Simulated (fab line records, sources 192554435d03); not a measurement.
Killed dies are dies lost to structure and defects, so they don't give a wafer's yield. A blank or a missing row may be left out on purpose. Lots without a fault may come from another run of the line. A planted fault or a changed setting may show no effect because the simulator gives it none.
One fault seen from 2 desks | flow n5_finfet | each desk has only its own numbers; what lay behind them comes last

THE METROLOGY DESK
What the gauges read, lot by lot, whatever tool the lot ran on: means of the sampled wafers that have a number. A lot is out of limits, marked OUT, if its mean lies more than 4 standard deviations from the usual mean; the brackets give that distance. Of its 10 readings 7 are shown: those that lie furthest out on some lot.
Columns: A = DIBL_N at N5_BEOL_M4_RC_MEAS_101, usual 36.3 mV/V; B = DIBL_P at N5_BEOL_M4_RC_MEAS_101, usual 36.2 mV/V; C = IOFF_N at N5_BEOL_M4_RC_MEAS_101, usual 0.157 nA/um; D = IOFF_P at N5_BEOL_M4_RC_MEAS_101, usual 0.206 nA/um; E = ION_N at N5_BEOL_M4_RC_MEAS_101, usual 673 uA/um; F = ION_P at N5_BEOL_M4_RC_MEAS_101, usual 461 uA/um; G = SS_N at N5_BEOL_M4_RC_MEAS_101, usual 71.5 mV/dec
lot  | first seen here | A    | B    | C     | D     | E   | F   | G
L994 | day 8 10:10     | 36.6 | 37.1 | 0.152 | 0.209 | 662 | 457 | 72.0
L997 | day 9 07:38     | 35.7 | 36.6 | 0.153 | 0.205 | 665 | 459 | 71.6
L998 | day 9 09:32     | 38.4 | 37.4 | 0.178 | 0.222 | 680 | 467 | 71.8
L106 | day 11 11:57    | 36.5 | 36.1 | 0.186 | 0.254 | 685 | 472 | 71.5
L108 | day 11 15:38    | 37.0 | 36.2 | 0.150 | 0.208 | 663 | 458 | 71.3
L107 | day 11 23:32    | 36.3 | 35.1 | 0.145 | 0.220 | 666 | 463 | 71.5
L109 | day 12 04:47    | 36.3 | 36.9 | 0.165 | 0.200 | 670 | 458 | 71.3
L110 | day 12 07:06    | 37.2 | 37.7 | 0.170 | 0.243 | 683 | 472 | 72.3
L111 | day 12 17:07    | 36.3 | 34.9 | 0.133 | 0.166 | 664 | 453 | 71.4
L115 | day 13 18:34    | 37.0 | 39.3 | 0.193 | 0.216 | 690 | 464 | 71.8
This desk's finding: nothing out of limits on any of the 10 lots.

THE TOOL OWNER'S DESK: pvd_sputter-01
The tool's own readings at N5_BEOL_M3_SPUTTER_96 (material Cu, target thk 4.5 nm, time 8.29 s): means of the sampled wafers that have a number, for each lot that ran on this tool. A lot is out of limits, marked OUT, if its mean lies more than 4 standard deviations from the usual mean; the brackets give that distance.
Columns: A = chamber_pressure_pa at N5_BEOL_M3_SPUTTER_96, usual 0.06999 Pa; B = chuck_gas_flow_sccm at N5_BEOL_M3_SPUTTER_96, usual 1.26 sccm; C = substrate_temp_c at N5_BEOL_M3_SPUTTER_96, usual -20.00 C; D = throttle_valve_pct at N5_BEOL_M3_SPUTTER_96, usual 29.6 %
lot  | first seen here | A       | B    | C      | D
L997 | day 8 19:32     | 0.07008 | 1.25 | -19.95 | 30.3
L998 | day 8 22:47     | 0.06999 | 1.23 | -20.05 | 29.6
This desk's finding: nothing out of limits on any of the 2 lots.

PUT TOGETHER
The metrology desk saw nothing out of limits.
The tool owner's desk saw nothing out of limits.

WHAT THE SIMULATOR HAD PUT IN
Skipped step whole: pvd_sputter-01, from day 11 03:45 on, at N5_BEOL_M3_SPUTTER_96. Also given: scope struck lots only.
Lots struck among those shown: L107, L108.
